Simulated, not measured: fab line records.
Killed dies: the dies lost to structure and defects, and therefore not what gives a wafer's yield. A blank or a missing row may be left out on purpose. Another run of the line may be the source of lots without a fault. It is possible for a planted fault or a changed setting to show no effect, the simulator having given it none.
Chamber matching	flow n5-finfet	N5_BEOL_M6_DESCUM_16 on rie-diel-06 has 4 sister chambers
The step chemistry O2, time 7.9 s. 16 wafers are shown with their chamber, then 8 later ones without.

== WAFERS WITH THEIR CHAMBER ==
wafer	chamber	showerhead-plenum-p-Torr (Torr)	drypump-motor-current-A (A)	throttle-valve-pct (%)
L076.4	1	2.23	6.4	20.38
L076.5	0	2.13	5.2	20.02
L076.6	3	2.05	5.0	20.48
L079.2	3	2.05	5.1	20.49
L079.4	2	2.09	5.8	20.13
L079.5	1	2.23	6.3	20.40
L082.1	0	2.13	5.2	20.02
L082.3	2	2.09	5.8	20.11
L082.4	1	2.23	6.4	20.40
L084.1	1	2.23	6.3	20.41
L084.2	3	2.05	5.0	20.52
L084.5	0	2.13	5.2	20.05
L091.3	3	2.04	5.1	20.53
L091.4	1	2.22	6.3	20.42
L091.6	2	2.09	5.8	20.16
L092.2	2	2.09	5.8	20.16

SIGNATURES, as means of the wafers listed above
reading	chamber 0	chamber 1	chamber 2	chamber 3	scatter within a chamber
showerhead-plenum-p-Torr	2.1300	2.2280	2.0900	2.0475	0.00359
drypump-motor-current-A	5.200	6.340	5.800	5.050	0.0428
throttle-valve-pct	20.0300	20.4020	20.1400	20.5050	0.0204
Rule: for a wafer and a chamber, the distance is found by dividing, reading by reading, the gap between the wafer's reading and the chamber's mean by the reading's scatter, squaring, summing and taking the root. If the next closest chamber is less than 2 further off than the closest, the wafer can't be placed; otherwise it belongs to the closest. The scatter is the square root of a quotient: the sum, over the shown wafers, of each reading's squared deviation from its chamber's mean, divided by wafers minus chambers.

== WAFERS WITHOUT THEIR CHAMBER ==
wafer	showerhead-plenum-p-Torr (Torr)	drypump-motor-current-A (A)	throttle-valve-pct (%)
L092.3	2.22	6.3	20.42
L092.5	2.04	5.0	20.54
L094.2	2.04	5.1	20.54
L094.4	2.04	5.0	20.54
L094.5	2.22	6.4	20.42
L096.3	2.22	6.4	20.44
L096.5	2.08	5.8	20.17
L096.6	2.04	5.0	20.56

== WHICH CHAMBER EACH ONE RAN IN ==
wafer	from the rows above	in truth
L092.3	1	1
L092.5	3	3
L094.2	3	3
L094.4	3	3
L094.5	1	1
L096.3	1	1
L096.5	2	2
L096.6	3	3
8 of 8 placed correctly. From these rows, 0 cannot be placed. Placed wrongly: 0.
